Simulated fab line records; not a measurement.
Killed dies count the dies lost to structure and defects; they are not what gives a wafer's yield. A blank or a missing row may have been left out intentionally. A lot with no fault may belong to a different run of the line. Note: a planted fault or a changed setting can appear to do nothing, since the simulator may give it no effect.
Chamber matching | flow nandHarc | rieDiel-08 running NHARC_P_BONDPAD_DESCUM_11: 4 sister chambers
The step chemistry O2, time 3 s. 8 wafers are shown with their chamber, then 10 later ones without.

WAFERS, EACH WITH ITS CHAMBER
wafer  | chamber | drypumpMotorCurrentA (A) | oesProductAu (a.u.)
L078.4 | 3       | 6.39                     | 0.986
L078.6 | 1       | 5.60                     | 0.985
L082.4 | 0       | 5.58                     | 1.022
L082.5 | 0       | 5.61                     | 1.024
L084.1 | 1       | 5.62                     | 1.000
L084.4 | 3       | 6.37                     | 0.999
L085.3 | 2       | 5.55                     | 0.985
L085.5 | 2       | 5.57                     | 0.995

WAFERS WITH NO CHAMBER GIVEN
wafer  | drypumpMotorCurrentA (A) | oesProductAu (a.u.)
L085.6 | 5.60                     | 0.972
L088.1 | 5.61                     | 1.006
L088.4 | 5.58                     | 1.003
L088.6 | 5.58                     | 1.004
L094.1 | 6.37                     | 0.999
L094.3 | 5.60                     | 1.000
L094.4 | 5.63                     | 0.989
L097.1 | 6.40                     | 1.008
L097.3 | 5.61                     | 1.017
L097.4 | 5.57                     | 0.990

THE CHAMBER EACH PASSED THROUGH
wafer  | from the rows above          | in truth
L085.6 | can't be placed: 1 or 2      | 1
L088.1 | can't be placed: 1 or 0 or 2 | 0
L088.4 | can't be placed: 2 or 1 or 0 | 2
L088.6 | can't be placed: 2 or 1 or 0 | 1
L094.1 | 3                            | 3
L094.3 | can't be placed: 1 or 2 or 0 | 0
L094.4 | 1                            | 1
L097.1 | 3                            | 3
L097.3 | can't be placed: 0 or 1      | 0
L097.4 | can't be placed: 2 or 1      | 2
Placed correctly: 3 of 10. From these rows, 7 cannot be placed; in 7 the true chamber is one of the candidates. Number placed wrongly: 0.
How it was worked out, from the rows above alone: a wafer's distance from a chamber is the root of the sum, over the readings, of the square of ((its reading less the chamber's mean) divided by the reading's scatter). The wafer belongs to the nearest chamber; if the next one is less than 2 further off, it can't be placed. The mean given for a chamber averages the wafers shown for that chamber. The scatter: the root of (the sum of the squares of (reading less its chamber's mean) over the shown wafers, divided by (wafers less chambers)).
